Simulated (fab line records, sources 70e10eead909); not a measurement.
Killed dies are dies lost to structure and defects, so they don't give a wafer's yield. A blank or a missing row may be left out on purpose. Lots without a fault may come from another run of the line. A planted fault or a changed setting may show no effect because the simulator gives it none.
Chamber matching | flow nand_harc | NHARC_A_CHANNEL_FILL_D1_ALD_25 on ald_hk-04: 4 sister chambers
The step deposits SiOx, target thk 60 nm, pulse time 10 s, ald cycles 600. 7 wafers are shown with their chamber, then 8 later ones without.

WAFERS WITH THEIR CHAMBER
wafer  | chamber | heater_power_w (W) | precursor_pulse_height_rel
L086.5 | 3       | 565                | 0.987
L089.3 | 0       | 449                | 0.998
L089.5 | 2       | 428                | 0.999
L090.1 | 1       | 428                | 1.029
L090.2 | 2       | 429                | 0.996
L090.3 | 3       | 551                | 1.015
L094.1 | 1       | 438                | 1.004

WAFERS WITHOUT THEIR CHAMBER
wafer  | heater_power_w (W) | precursor_pulse_height_rel
L094.3 | 559                | 0.996
L094.5 | 439                | 1.005
L092.1 | 554                | 0.996
L092.2 | 434                | 0.981
L092.6 | 561                | 0.999
L095.4 | 451                | 1.031
L095.2 | 438                | 0.995
L095.3 | 574                | 1.037

WHICH CHAMBER EACH WENT THROUGH
wafer  | from the rows above          | in truth
L094.3 | 3                            | 3
L094.5 | can't be placed: 1 or 0 or 2 | 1
L092.1 | 3                            | 3
L092.2 | can't be placed: 2 or 1 or 0 | 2
L092.6 | 3                            | 3
L095.4 | can't be placed: 0 or 1 or 2 | 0
L095.2 | can't be placed: 2 or 1 or 0 | 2
L095.3 | 3                            | 3
Placed correctly: 4 of 8. Can't be placed from these rows: 4 (the true chamber is among the candidates in 4). Placed wrongly: 0.
How it was worked out, from the rows above alone: a wafer's distance from a chamber is the root of the sum, over the readings, of the square of ((its reading less the chamber's mean) divided by the reading's scatter). The wafer belongs to the nearest chamber; if the next one is less than 2 further off, it can't be placed. A chamber's mean is the mean of its shown wafers. The scatter: the root of (the sum of the squares of (reading less its chamber's mean) over the shown wafers, divided by (wafers less chambers)).
